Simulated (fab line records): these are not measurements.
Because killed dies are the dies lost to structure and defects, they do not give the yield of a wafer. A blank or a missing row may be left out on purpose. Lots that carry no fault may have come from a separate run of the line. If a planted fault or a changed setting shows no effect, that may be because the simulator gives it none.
A struck lot beside a sound one    flow nand_harc    15 out of 1302 route steps
Sound: wafers L915.3, L915.5, L915.6. Struck: wafer L927.1 (left out: L927.3, L927.6 of the same lot, which were not struck); the cause appears at the end.
Order at every step that has rows: each side's tool, ch and its chambers, its first start. Under that, the readings that differ: sound wafers    struck wafers    difference of the means    sigmas: that difference in standard deviations of wafers without a fault.
alike: a reading whose means differ by less than 2 such deviations, as well as words and numbers matching on both sides. not compared: withheld readings; readings where some wafer has no value; bounds like >300 that might hide an equal value; numbers whose values overlap and for which the record gives no deviation.
The two part at a step that has a row with sigmas, a row that says differs or no value, or rows on one side only. Numbers that have no deviation but don't overlap get no sigmas and don't part them. A reading missing from all wafers of one side parts the sides only when that side holds two or more wafers.

first, 8 steps without rows for these wafers: NHARC_A_BLC_COAT_02 (time 75 s); NHARC_A_BLC_COAT_03 (time 65 s); NHARC_A_BLC_COAT_04 (resist thk 90 nm); NHARC_A_BLC_SOFTBAKE_05 (time 55 s); NHARC_A_BLC_EBR_06; NHARC_A_BLC_EXPOSE_07 (exposes mask A BLC, target cd 100 nm); NHARC_A_BLC_PEB_08 (peb time 65 s); NHARC_A_BLC_DEVELOP_09 (develop time 35 s).
NHARC_A_BLC_CD_MEAS_10 targets a cd of 100 nm.
  sound on cd_sem-01 ch 0, day 26 11:47; struck on cd_sem-03 ch 0, day 30 02:32
  alike: cd_nm
NHARC_A_BLC_OVL_MEAS_11:
  struck on overlay-02, day 30 02:38; sound on overlay-01, day 26 11:53
reading            sound        struck  difference  sigmas
overlay_x_nm (nm)  1.8 1.7 1.4  -0.2    -1.8        -3
  alike: overlay_y_nm
NHARC_A_BLC_INSPECT_12:
  struck on defect_inspect-02, day 30 02:40; sound on defect_inspect-01, day 26 11:55
  alike: raw_defect_count
NHARC_A_BLC_DESCUM_15: chemistry O2, time 3 s.
  sound on rie_diel-03 ch 1,2, day 26 11:59; struck on rie_diel-03 ch 0, day 30 02:44
reading                sound              struck  difference  sigmas
oes_product_au (a.u.)  1.005 0.997 1.011  0.983   -0.021      -2
  alike: drypump_motor_current_A, o2_flow_sccm, rf_vpp_V, showerhead_plenum_p_Torr, throttle_valve_pct
  not compared: rf_hours_counter_h
NHARC_A_BLC_ETCH_16: etches the open film in CF4, target depth 39 nm, time 65 s.
  sound on rie_diel-03 ch 1,2, day 26 12:04; struck on rie_diel-03 ch 2, day 30 02:49
reading           sound              struck  difference  sigmas
run_length_s (s)  87.31 86.35 86.39  55.95   -30.73      -99 or more
  alike: drypump_motor_current_A, oes_product_au, rf_vpp_V, showerhead_plenum_p_Torr, throttle_valve_pct
  not compared: rf_hours_counter_h
NHARC_A_BLC_ETCH_17: etches the open film in N2/H2, target depth 390 nm, time 609.38 s.
  sound on rie_diel-03 ch 0,3; struck on rie_diel-03 ch 1
reading                      sound                 struck  difference  sigmas
drypump_motor_current_A (A)  5.4 5.9 5.4           6.2     +0.6        +2
oes_product_au (a.u.)        0.993 0.998 0.988     1.017   +0.024      +2
run_length_s (s)             630.89 630.52 630.76  631.57  +0.85       +3
  alike: rf_vpp_V, showerhead_plenum_p_Torr, throttle_valve_pct
  not compared: rf_hours_counter_h
NHARC_END_SORT_01:
  only the struck wafers appear in the record here, on prober-01 ch 0 at day 31 19:35; the sound ones have no rows

== WHERE THEY PART ==
Earliest at NHARC_A_BLC_OVL_MEAS_11; latest, in this record, at NHARC_END_SORT_01.

WHY: whatever the simulator had introduced
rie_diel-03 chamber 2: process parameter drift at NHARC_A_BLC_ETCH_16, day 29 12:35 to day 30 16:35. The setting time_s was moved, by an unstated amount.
